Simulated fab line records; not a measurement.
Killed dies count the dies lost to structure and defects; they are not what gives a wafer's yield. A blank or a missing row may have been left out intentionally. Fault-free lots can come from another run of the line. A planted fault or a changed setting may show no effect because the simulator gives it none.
Matching of chambers    flow nand_harc    NHARC_A_CONTACT_ETCH_88 on rie_diel-02: 4 sister chambers
The step etches the open film in CF4, target depth 39 nm, time 65 s. 4 wafers are shown with their chamber, then 9 later ones without.

## WAFERS WITH THEIR CHAMBER
wafer   chamber  drypump_motor_current_A (A)
L915.4  2        5.8
L919.1  3        5.8
L919.3  1        5.7
L919.4  0        5.9

## WAFERS WHOSE CHAMBER IS MISSING
wafer   drypump_motor_current_A (A)
L922.1  6.0
L922.4  5.8
L922.6  5.8
L925.2  5.9
L925.3  5.7
L925.4  5.8
L926.1  5.8
L926.3  5.9
L926.6  5.8

## WHICH CHAMBER EACH WENT THROUGH
wafer    from the rows above       in truth
L922.1   0                         0
L922.4   can't be placed: 2 or 3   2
L922.6   can't be placed: 2 or 3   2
L925.2   0                         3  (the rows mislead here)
L925.3   1                         1
L925.4   can't be placed: 2 or 3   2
L926.1   can't be placed: 2 or 3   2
L926.3   0                         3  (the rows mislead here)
L926.6   can't be placed: 2 or 3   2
Correct placement for 2 of the 9. Unplaceable from these rows: 5, with the true chamber sitting among the candidates in 5. Wrongly placed: 2.
How it was worked out, from the rows above alone: a wafer's distance from a chamber is the root of the sum, over the readings, of the square of ((its reading less the chamber's mean) divided by the reading's scatter). If the next closest chamber is less than 2 further off than the closest, the wafer can't be placed; otherwise it belongs to the closest. Each chamber's mean is taken over the wafers shown for it. The scatter: with one shown wafer a chamber, the root of the mean of the squares of how far each hidden wafer lies from its nearest shown one.
